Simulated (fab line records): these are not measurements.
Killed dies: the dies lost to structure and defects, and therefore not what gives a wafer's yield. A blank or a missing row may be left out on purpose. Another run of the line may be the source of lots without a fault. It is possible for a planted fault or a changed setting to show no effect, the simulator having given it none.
Which tool was responsible? + flow nand_harc + 11 lots with 33 wafers sampled at 3 steps, on a route of 1302 steps

WHAT THE GAUGES READ, wafer by wafer
NHARC_P_GATE_CD_MEAS_26 targets a cd of 120 nm.
| lot  | measured     | on        | cd_nm (nm)        |
|------|--------------|-----------|-------------------|
| L699 | day 6 04:38  | cd_sem-03 | 120.1 120.4 120.1 |
| L701 | day 7 03:46  | cd_sem-03 | 119.4 120.1 119.8 |
| L704 | day 8 10:12  | cd_sem-02 | 115.7 114.9 114.8 |
| L711 | day 11 02:28 | cd_sem-01 | 119.8 120.5 119.0 |
| L712 | day 11 22:23 | cd_sem-02 | 120.4 120.1 119.8 |
| L713 | day 12 02:11 | cd_sem-02 | 119.0 119.9 119.1 |
| L714 | day 12 13:16 | cd_sem-03 | 120.2 120.0 120.4 |
| L715 | day 12 19:55 | cd_sem-02 | 118.7 120.0 120.3 |
| L716 | day 13 16:38 | cd_sem-03 | 118.9 118.9 120.2 |
| L717 | day 13 18:59 | cd_sem-01 | 119.4 119.7 119.1 |
| L719 | day 14 18:27 | cd_sem-01 | 119.9 119.7 120.7 |

TOOL THAT RAN EACH LOT (tool first, then ch and the chambers of the sampled wafers, then the start)
| lot  | NHARC_P_STI_ETCH_15              | NHARC_P_GATE_EXPOSE_23             |
|------|----------------------------------|------------------------------------|
| L699 | rie_si-05 ch 1,2,3, day 4 03:22  | arfi_scanner-01 ch 0, day 6 04:31  |
| L701 | rie_si-01 ch 0,1, day 4 22:10    | arfi_scanner-03 ch 0, day 7 03:38  |
| L704 | rie_si-06 ch 1,2,3, day 6 02:41  | arfi_scanner-01 ch 0, day 8 10:04  |
| L711 | rie_si-06 ch 0,3, day 9 01:04    | arfi_scanner-03 ch 0, day 11 02:20 |
| L712 | rie_si-06 ch 0,2, day 9 13:13    | arfi_scanner-01 ch 0, day 11 22:15 |
| L713 | rie_si-06 ch 0,2,3, day 9 22:00  | arfi_scanner-03 ch 0, day 12 02:03 |
| L714 | rie_si-05 ch 2,3, day 10 07:43   | arfi_scanner-01 ch 0, day 12 13:08 |
| L715 | rie_si-06 ch 0,1,2, day 10 17:49 | arfi_scanner-03 ch 0, day 12 19:47 |
| L716 | rie_si-01 ch 0,1,2, day 11 05:50 | arfi_scanner-02 ch 0, day 13 16:29 |
| L717 | rie_si-05 ch 0,2,3, day 11 14:28 | arfi_scanner-03 ch 0, day 13 18:51 |
| L719 | rie_si-06 ch 0,2, day 12 10:58   | arfi_scanner-02 ch 0, day 14 18:19 |
- NHARC_P_STI_ETCH_15: etches the open film in HBr/Cl2, target depth 300 nm, time 100.1 s.
- NHARC_P_GATE_EXPOSE_23: exposes mask P GATE, target cd 120 nm.

THE ANSWER, worked out from the rows above alone
Rule: the usual values come from the lots themselves. The widest of any qualifying gaps counts: lots, ordered by their means at a reading, are off when they make up no more than a third of the lots, leave a main group of 4 or more, and stand apart from it by 3 or more times the standard deviation of that group's means. The tables above print the reading to a certain number of digits; a main group whose means all agree to those digits is not used. A lot without any number at a reading at which 4 lots or more have one is off too. All remaining lots with rows at the step are treated as sound.
Off: L704 (NHARC_P_GATE_CD_MEAS_26, cd_nm). For the main group the mean is 119.8 nm and the standard deviation 0.33.
A tool fits if, at a process step before that reading, it ran every lot that is off, and no sound lot after the first of them. The gauges at NHARC_P_GATE_CD_MEAS_26 are tried like those tools. No candidate that was tried fits.

WHAT THE SIMULATOR HAD INSERTED
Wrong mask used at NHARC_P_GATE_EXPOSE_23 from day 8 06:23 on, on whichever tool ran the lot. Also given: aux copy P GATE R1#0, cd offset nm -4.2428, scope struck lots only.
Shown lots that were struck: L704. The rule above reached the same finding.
